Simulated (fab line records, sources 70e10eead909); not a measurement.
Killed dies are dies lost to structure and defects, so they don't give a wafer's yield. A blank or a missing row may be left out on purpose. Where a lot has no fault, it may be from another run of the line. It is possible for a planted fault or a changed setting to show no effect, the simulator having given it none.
Matching of chambers -- flow nand-harc -- rie-diel-12 running NHARC_A_CHANNEL_HOLE_D1_ETCH_44: 4 sister chambers
The step etches the open film in CF4/O2, target depth 140 nm, overetch 14 nm, time 77 s. 8 wafers are shown with their chamber, then 7 later ones without.

WAFERS WITH THEIR CHAMBER
wafer,chamber,drypump-motor-current-A (A),showerhead-plenum-p-Torr (Torr)
L415.2,0,6.5,1.39
L417.5,1,5.1,1.32
L417.6,2,5.7,1.31
L423.2,3,6.1,1.30
L423.3,1,5.1,1.32
L423.5,2,5.7,1.30
L427.1,0,6.5,1.38
L427.3,3,6.0,1.29

WAFERS WITH NO CHAMBER GIVEN
wafer,drypump-motor-current-A (A),showerhead-plenum-p-Torr (Torr)
L427.4,5.7,1.30
L429.1,5.7,1.30
L429.3,6.5,1.38
L429.5,6.5,1.38
L436.1,6.0,1.29
L436.2,6.4,1.38
L436.4,5.1,1.32

CHAMBER TAKEN BY EACH
wafer,from the rows above,in truth
L427.4,2,2
L429.1,2,2
L429.3,0,0
L429.5,0,0
L436.1,3,3
L436.2,0,0
L436.4,1,1
Correctly placed: 7 of 7. From these rows, 0 cannot be placed. Wrongly placed: 0.
How it was worked out, from the rows above alone: a wafer's distance from a chamber is the root of the sum, over the readings, of the square of ((its reading less the chamber's mean) divided by the reading's scatter). If the next closest chamber is less than 2 further off than the closest, the wafer can't be placed; otherwise it belongs to the closest. Each chamber's mean is taken over the wafers shown for it. The scatter: take each reading less its chamber's mean, square it, sum over the shown wafers, divide by the number of wafers less the number of chambers, and take the root.
